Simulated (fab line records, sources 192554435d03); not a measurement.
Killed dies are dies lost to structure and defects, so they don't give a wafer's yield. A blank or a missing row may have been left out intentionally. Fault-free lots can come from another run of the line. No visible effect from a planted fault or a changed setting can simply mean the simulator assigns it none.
Matching of chambers    flow n5Finfet    N5_FIN_SAQP_ALD_61 on aldSin-01: 4 sister chambers
The step deposits SiO2, target thk 4 nm, pulse time 1 s, purge time 2 s. 8 wafers are shown with their chamber, then 9 later ones without.

## WAFERS PAIRED WITH THEIR CHAMBERS
wafer   chamber  heaterPowerW (W)  chamberPressureTorr (Torr)
L080.3  2        555               2.003
L080.4  3        411               1.995
L088.1  3        415               1.998
L088.2  1        563               1.994
L088.3  2        517               1.999
L089.2  1        548               2.004
L089.4  0        440               2.002
L089.6  0        453               2.003

## WAFERS WITHOUT THEIR CHAMBER
wafer   heaterPowerW (W)  chamberPressureTorr (Torr)
L091.1  457               1.994
L091.2  524               2.006
L091.4  418               1.991
L092.1  415               1.999
L092.3  514               2.002
L092.4  568               2.004
L093.1  570               2.008
L093.5  508               1.992
L093.6  557               1.998

## WHICH CHAMBER EACH WENT THROUGH
wafer   from the rows above           in truth
L091.1  can't be placed: 0 or 3       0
L091.2  can't be placed: 2 or 1       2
L091.4  3                             3
L092.1  can't be placed: 3 or 0       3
L092.3  can't be placed: 2 or 1       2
L092.4  can't be placed: 1 or 2       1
L093.1  can't be placed: 1 or 2       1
L093.5  can't be placed: 2 or 1 or 0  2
L093.6  can't be placed: 1 or 2       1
Correctly placed: 1 of 9. Can't be placed from these rows: 8 (the true chamber is among the candidates in 8). 0 placed wrongly.
How it was worked out, from the rows above alone: a wafer's distance from a chamber is the root of the sum, over the readings, of the square of ((its reading less the chamber's mean) divided by the reading's scatter). If the next closest chamber is less than 2 further off than the closest, the wafer can't be placed; otherwise it belongs to the closest. The mean given for a chamber averages the wafers shown for that chamber. The scatter is the square root of a quotient: the sum, over the shown wafers, of each reading's squared deviation from its chamber's mean, divided by wafers minus chambers.
